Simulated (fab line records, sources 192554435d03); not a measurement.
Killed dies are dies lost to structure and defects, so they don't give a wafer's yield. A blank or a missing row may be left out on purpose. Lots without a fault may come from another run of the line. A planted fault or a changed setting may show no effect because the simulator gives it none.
Which tool did it? | flow n5_finfet | 24 lots, 72 wafers sampled, at 5 steps of a route of 1938

WHAT THE GAUGES READ, wafer by wafer
N5_BEOL_M8_INSPECT_13: inspects for defects (brightfield).
lot  | measured     | on                | raw_defect_count
L075 | day 10 08:53 | defect_inspect-01 | 534 432 353
L074 | day 10 13:13 | defect_inspect-02 | 421 268 373
L076 | day 10 22:30 | defect_inspect-02 | 456 353 574
L077 | day 11 03:48 | defect_inspect-01 | 331 499 299
L079 | day 11 08:30 | defect_inspect-02 | 672 548 568
L078 | day 11 09:04 | defect_inspect-02 | 570 484 589
L080 | day 11 11:25 | defect_inspect-02 | 643 410 628
L083 | day 11 16:35 | defect_inspect-02 | 470 403 536
L081 | day 12 12:23 | defect_inspect-01 | 539 474 510
L084 | day 12 21:03 | defect_inspect-01 | 334 281 370
L082 | day 12 21:13 | defect_inspect-02 | 490 494 478
L088 | day 13 01:55 | defect_inspect-02 | 555 288 377
L085 | day 13 07:19 | defect_inspect-01 | 587 522 423
L086 | day 13 16:33 | defect_inspect-02 | 327 254 555
L087 | day 13 20:22 | defect_inspect-01 | 496 316 379
L089 | day 14 05:29 | defect_inspect-01 | 480 455 450
L090 | day 14 09:14 | defect_inspect-01 | 423 454 430
L092 | day 14 09:59 | defect_inspect-01 | 338 578 323
L091 | day 14 13:28 | defect_inspect-01 | 614 389 303
L093 | day 14 19:44 | defect_inspect-02 | 488 498 479
L094 | day 15 00:14 | defect_inspect-02 | 351 401 348
L095 | day 15 09:13 | defect_inspect-02 | 406 320 364
L096 | day 16 02:40 | defect_inspect-02 | 317 332 311
L097 | day 16 07:07 | defect_inspect-02 | 518 758 415

N5_BEOL_M8_CD_MEAS_28: target cd 40 nm.
lot  | measured     | on        | cd_nm (nm)
L075 | day 10 12:19 | cd_sem-02 | 40.31 40.23 39.95
L074 | day 10 14:21 | cd_sem-01 | 40.27 39.67 39.86
L076 | day 10 23:32 | cd_sem-01 | 40.45 40.48 39.98
L077 | day 11 05:30 | cd_sem-02 | 40.10 40.44 40.03
L079 | day 11 09:56 | cd_sem-02 | 40.04 40.04 40.06
L078 | day 11 10:01 | cd_sem-01 | 40.03 39.83 39.91
L080 | day 11 13:27 | cd_sem-03 | 40.23 40.36 40.26
L083 | day 11 18:41 | cd_sem-02 | 40.13 40.71 40.31
L081 | day 12 13:15 | cd_sem-03 | 39.95 40.00 39.65
L084 | day 12 23:16 | cd_sem-02 | 40.03 40.48 40.25
L082 | day 12 23:13 | cd_sem-03 | 40.12 39.91 40.32
L088 | day 13 04:17 | cd_sem-03 | 39.70 39.73 40.01
L085 | day 13 08:46 | cd_sem-01 | 39.71 39.95 39.81
L086 | day 13 17:43 | cd_sem-03 | 40.00 40.05 40.20
L087 | day 13 21:32 | cd_sem-03 | 39.99 39.71 39.78
L089 | day 14 06:19 | cd_sem-02 | 39.87 39.91 40.07
L090 | day 14 12:35 | cd_sem-01 | 39.86 40.01 39.93
L092 | day 14 12:25 | cd_sem-02 | 40.18 39.79 39.84
L091 | day 14 15:07 | cd_sem-02 | 40.01 39.78 40.00
L093 | day 14 22:02 | cd_sem-03 | 40.50 39.62 39.91
L094 | day 15 01:02 | cd_sem-03 | 39.63 40.05 40.16
L095 | day 15 12:22 | cd_sem-02 | 40.25 40.05 39.98
L096 | day 16 05:52 | cd_sem-03 | 40.18 40.22 39.70
L097 | day 16 10:29 | cd_sem-02 | 39.98 40.23 40.16

N5_BEOL_M8_OVL_MEAS_29.
lot  | measured     | on         | V7_OVL (nm)
L075 | day 10 12:21 | overlay-01 | -0.3 -0.3 0.1
L074 | day 10 14:24 | overlay-01 | 0.5 0.2 -0.2
L076 | day 10 23:34 | overlay-02 | -0.7 -0.1 1.2
L077 | day 11 05:32 | overlay-01 | 0.3 0.5 0.1
L079 | day 11 09:58 | overlay-01 | -0.6 -0.5 -0.6
L078 | day 11 10:03 | overlay-01 | -0.6 -0.5 -1.1
L080 | day 11 13:29 | overlay-01 | -1.8 0.0 -0.7
L083 | day 11 18:43 | overlay-02 | -0.8 -1.3 -0.6
L081 | day 12 13:17 | overlay-01 | 1.2 -0.2 0.4
L084 | day 12 23:18 | overlay-02 | -1.0 0.1 -1.0
L082 | day 12 23:15 | overlay-01 | -0.2 0.0 -0.3
L088 | day 13 04:19 | overlay-01 | -1.0 -0.3 -0.2
L085 | day 13 08:47 | overlay-01 | 0.3 -0.2 0.4
L086 | day 13 17:45 | overlay-02 | 0.4 -0.4 0.5
L087 | day 13 21:34 | overlay-02 | -1.6 -1.4 -0.9
L089 | day 14 06:20 | overlay-01 | -0.5 -0.8 -1.0
L090 | day 14 12:37 | overlay-01 | -1.1 0.7 -0.9
L092 | day 14 12:27 | overlay-01 | 0.2 -1.0 -2.1
L091 | day 14 15:08 | overlay-02 | -0.8 -0.1 0.9
L093 | day 14 22:05 | overlay-02 | -0.5 -0.1 -0.3
L094 | day 15 01:04 | overlay-02 | -0.7 -0.9 -1.4
L095 | day 15 12:25 | overlay-01 | -1.2 -2.2 -0.9
L096 | day 16 05:53 | overlay-02 | -0.6 -1.0 0.2
L097 | day 16 10:31 | overlay-01 | 0.0 0.3 0.8

N5_BEOL_M8_INSPECT_30: inspects for defects (brightfield).
lot  | measured     | on                | raw_defect_count
L075 | day 10 12:24 | defect_inspect-02 | 602 478 380
L074 | day 10 14:27 | defect_inspect-02 | 398 284 365
L076 | day 10 23:37 | defect_inspect-02 | 435 388 543
L077 | day 11 05:35 | defect_inspect-02 | 372 524 298
L079 | day 11 10:01 | defect_inspect-01 | 616 458 492
L078 | day 11 10:06 | defect_inspect-01 | 516 457 520
L080 | day 11 13:32 | defect_inspect-01 | 556 389 514
L083 | day 11 18:46 | defect_inspect-02 | 478 381 528
L081 | day 12 13:20 | defect_inspect-02 | 607 525 545
L084 | day 12 23:21 | defect_inspect-01 | 331 278 354
L082 | day 12 23:19 | defect_inspect-01 | 410 484 432
L088 | day 13 04:22 | defect_inspect-01 | 504 240 343
L085 | day 13 08:50 | defect_inspect-02 | 657 592 479
L086 | day 13 17:49 | defect_inspect-02 | 323 254 559
L087 | day 13 21:38 | defect_inspect-01 | 508 339 389
L089 | day 14 06:24 | defect_inspect-02 | 525 478 511
L090 | day 14 12:41 | defect_inspect-01 | 410 462 444
L092 | day 14 12:31 | defect_inspect-01 | 330 577 313
L091 | day 14 15:12 | defect_inspect-02 | 626 458 350
L093 | day 14 22:08 | defect_inspect-01 | 458 443 443
L094 | day 15 01:07 | defect_inspect-02 | 372 388 348
L095 | day 15 12:28 | defect_inspect-02 | 420 314 354
L096 | day 16 05:57 | defect_inspect-02 | 307 344 320
L097 | day 16 10:35 | defect_inspect-01 | 464 668 387

WHICH TOOL RAN EACH LOT (tool, then ch and the chambers of the sampled wafers, then the start)
lot  | N5_BEOL_M8_STRIP_19
L075 | rie_diel-03 ch 0,3, day 10 09:26
L074 | rie_diel-01 ch 0,3, day 10 13:58
L076 | rie_diel-03 ch 0,2,3, day 10 23:07
L077 | rie_diel-03 ch 2,3, day 11 04:41
L079 | rie_diel-03 ch 0,2,3, day 11 08:55
L078 | rie_diel-01 ch 0,2, day 11 09:29
L080 | rie_diel-06 ch 0,1,2, day 11 11:52
L083 | rie_diel-06 ch 1,3, day 11 17:01
L081 | rie_diel-01 ch 0,2, day 12 12:50
L084 | rie_diel-06 ch 0,2,3, day 12 21:43
L082 | rie_diel-01 ch 0,2,3, day 12 21:40
L088 | rie_diel-06 ch 1,2,3, day 13 02:37
L085 | rie_diel-06 ch 0,1,3, day 13 07:44
L086 | rie_diel-01 ch 0,1,3, day 13 16:58
L087 | rie_diel-03 ch 2,3, day 13 20:47
L089 | rie_diel-03 ch 1,2,3, day 14 05:55
L090 | rie_diel-06 ch 1,2,3, day 14 09:59
L092 | rie_diel-06 ch 1,2,3, day 14 10:26
L091 | rie_diel-06 ch 0,2,3, day 14 14:36
L093 | rie_diel-06 ch 0,1,3, day 14 20:32
L094 | rie_diel-06 ch 1,2, day 15 00:39
L095 | rie_diel-06 ch 0,1,3, day 15 09:38
L096 | rie_diel-01 ch 0,3, day 16 03:07
L097 | rie_diel-03 ch 1,2, day 16 08:13
- N5_BEOL_M8_STRIP_19: strips in O2.

WHAT THE TOOLS THEMSELVES READ (means of the sampled wafers that have a number; where no wafer has one, the mark that the record gives instead)
N5_BEOL_M8_STRIP_19.
lot  | tool        | drypump_motor_current_A (A) | oes_product_au (a.u.) | rf_vpp_V (V) | showerhead_plenum_p_Torr (Torr) | temp_c (C) | throttle_valve_pct (%)
L075 | rie_diel-03 | 6.2                         | 0.78                  | 3.9          | 2.14                            | 40.07      | 16.61
L074 | rie_diel-01 | 5.5                         | 0.73                  | 3.7          | 2.10                            | 39.97      | 16.74
L076 | rie_diel-03 | 5.9                         | 0.80                  | 3.3          | 2.14                            | 39.97      | 16.67
L077 | rie_diel-03 | 6.0                         | 0.85                  | 3.0          | 2.21                            | 39.89      | 16.57
L079 | rie_diel-03 | 5.9                         | 0.80                  | 3.5          | 2.14                            | 39.91      | 16.66
L078 | rie_diel-01 | 5.7                         | 0.68                  | 3.7          | 2.10                            | 40.06      | 16.81
L080 | rie_diel-06 | 5.8                         | 0.85                  | 4.1          | 2.07                            | 40.01      | 16.49
L083 | rie_diel-06 | 5.5                         | 0.87                  | 3.7          | 2.03                            | 40.04      | 16.37
L081 | rie_diel-01 | 5.6                         | 0.70                  | 3.7          | 2.12                            | 40.17      | 16.76
L084 | rie_diel-06 | 5.8                         | 0.82                  | 3.9          | 2.06                            | 40.06      | 16.69
L082 | rie_diel-01 | 5.6                         | 0.70                  | 3.4          | 2.10                            | 40.02      | 16.80
L088 | rie_diel-06 | 5.5                         | 0.85                  | 3.6          | 2.06                            | 40.01      | 16.49
L085 | rie_diel-06 | 5.8                         | 0.80                  | 3.3          | 2.02                            | 39.98      | 16.59
L086 | rie_diel-01 | 5.4                         | 0.79                  | 4.2          | 2.16                            | 39.95      | 16.82
L087 | rie_diel-03 | 6.0                         | 0.83                  | 4.1          | 2.20                            | 40.09      | 16.63
L089 | rie_diel-03 | 6.0                         | 0.84                  | 3.3          | 2.18                            | 39.99      | 16.62
L090 | rie_diel-06 | 5.4                         | 0.85                  | 3.6          | 2.06                            | 40.09      | 16.52
L092 | rie_diel-06 | 5.4                         | 0.85                  | 3.3          | 2.06                            | 40.00      | 16.53
L091 | rie_diel-06 | 5.8                         | 0.81                  | 3.3          | 2.06                            | 39.93      | 16.71
L093 | rie_diel-06 | 5.8                         | 0.80                  | 3.7          | 2.02                            | 40.03      | 16.62
L094 | rie_diel-06 | 5.4                         | 0.86                  | 3.8          | 2.06                            | 39.91      | 16.35
L095 | rie_diel-06 | 5.8                         | 0.78                  | 3.2          | 2.02                            | 39.92      | 16.63
L096 | rie_diel-01 | 5.5                         | 0.87                  | 3.9          | 2.09                            | 40.01      | 16.51
L097 | rie_diel-03 | 5.7                         | 0.87                  | 4.0          | 2.15                            | 39.98      | 16.67

THE ANSWER, worked out from the rows above alone
Rule: what is usual is taken from the lots themselves. Put in order of their means at a reading, lots are off if they are a third of the lots or fewer, leave a main group of 4 or more, and stand apart from it by a gap of 3 or more times the standard deviation of the main group's means; of several such gaps the widest counts. A main group whose means are all the same, to the digits that the tables above print for the reading, isn't used. A lot without any number at a reading at which 4 lots or more have one is off too. The other lots that the step has rows for count as sound. The gauges are gone through in route order, then the tools' own readings, and for those a lot's mean is taken as printed above. The first step at which some lot is off is used, and at that step the reading that is off furthest; a lot without a number counts as furthest.
No lot is off at any reading shown: from this, nothing can be told.

WHAT THE SIMULATOR HAD PUT IN
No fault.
